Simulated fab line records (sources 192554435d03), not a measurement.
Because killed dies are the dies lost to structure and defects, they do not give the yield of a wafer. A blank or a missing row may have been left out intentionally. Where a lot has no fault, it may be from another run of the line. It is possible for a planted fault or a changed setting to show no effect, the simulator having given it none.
8D (eight disciplines) problem report, filled in by code || flow n5 finfet || the parts of the form that need people (team, actions taken, sign-off) are left out

## 1. WHAT IS WRONG
Wafers without a fault read 43.6 s, standard deviation 0.75; etch rf on time s at N5_FIN_CUT_ETCH_20 reads a mean of 58.9 s on 4 wafers belonging to 3 lots. That is +20 standard deviations from the usual mean.
The step: etches SiARC in CF4, target depth 26 nm, time 43.3 s.
First seen on wafer L551.4, day 2 20:49, on rie diel-02. The record holds 38 wafers of 13 lots with a number at this step. The rule behind "out" and "out of limits": a value lying over 4 standard deviations away from the usual mean. All remaining wafers that have a number are taken as sound.

## 2. WHAT IT IS, AND WHAT IT ISN'T
{"question": "which readings at this step", "is": "etch rf on time s", "is not": "drypump motor current A, rf vpp V, showerhead plenum p Torr, throttle valve pct"}
{"question": "which lots", "is": "L551, L552, L553", "is not": "L548, L549, L550, L563, L565, L566, L567, L568, L569, L571"}
{"question": "which wafers of those lots", "is": "L551.4, L551.6, L552.6, L553.6", "is not": "L551.5, L552.1, L552.2, L553.5"}
{"question": "read on which tools", "is": "rie diel-02", "is not": "rie diel-01, rie diel-04"}
{"question": "when", "is": "from day 2 20:49", "is not": "up to then (10 sound wafers); but 24 sound wafers of L552, L553, L563, L565, L566, L567, L568, L569, L571 came after"}

## 3. SUSPECTS, AND WHAT RULES EACH OUT
Counting: a tool at a process step up to the reading stays a suspect if it ran every lot that is out. Sound lots after the first of them don't rule it out here, since some wafers of a struck lot are sound.
- rie diel-02 at N5_FIN_CUT_ETCH_20 (etches SiARC in CF4, target depth 26 nm, time 43.3 s): kept. Every lot that is out went through it, the first being L551 (day 2 20:49); the last sound lot it ran before that was L550 (day 2 14:23). Its own etch rf on time s readings are out on those wafers.
Remaining after the count: rie diel-02 at N5_FIN_CUT_ETCH_20.

## 4. THE CAUSE (what the simulator had put in)
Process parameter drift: rie diel-02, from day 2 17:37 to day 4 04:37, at N5_FIN_CUT_ETCH_20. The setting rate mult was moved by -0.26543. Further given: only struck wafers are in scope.
This tool alone remained once counting was done.

## 5. THE EFFECT CHAIN, in route order
One row per reading whose mean, taken over the struck wafers that have a number, lies over 3 standard deviations from the usual. Only readings whose record carries a usual standard deviation are examined. hours: median over the lots of the time between each lot's start at the first step of this table that gives one and its start at this step. sigmas: the change, counted in usual standard deviations.
{"hours": 0, "step": "N5_FIN_CUT_ETCH_20", "reading": "etch rf on time s", "usual": "43.6 s", "on struck wafers": 58.9, "change": "+15.3", "sigmas": "+20"}
The process steps in it:
- N5_FIN_CUT_ETCH_20: etches SiARC in CF4, target depth 26 nm, time 43.3 s.

## 6. WHAT WOULD HAVE CAUGHT IT SOONER
In this record the first reading out of limits was taken at day 2 20:49, 3 hours after the fault began at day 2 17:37.
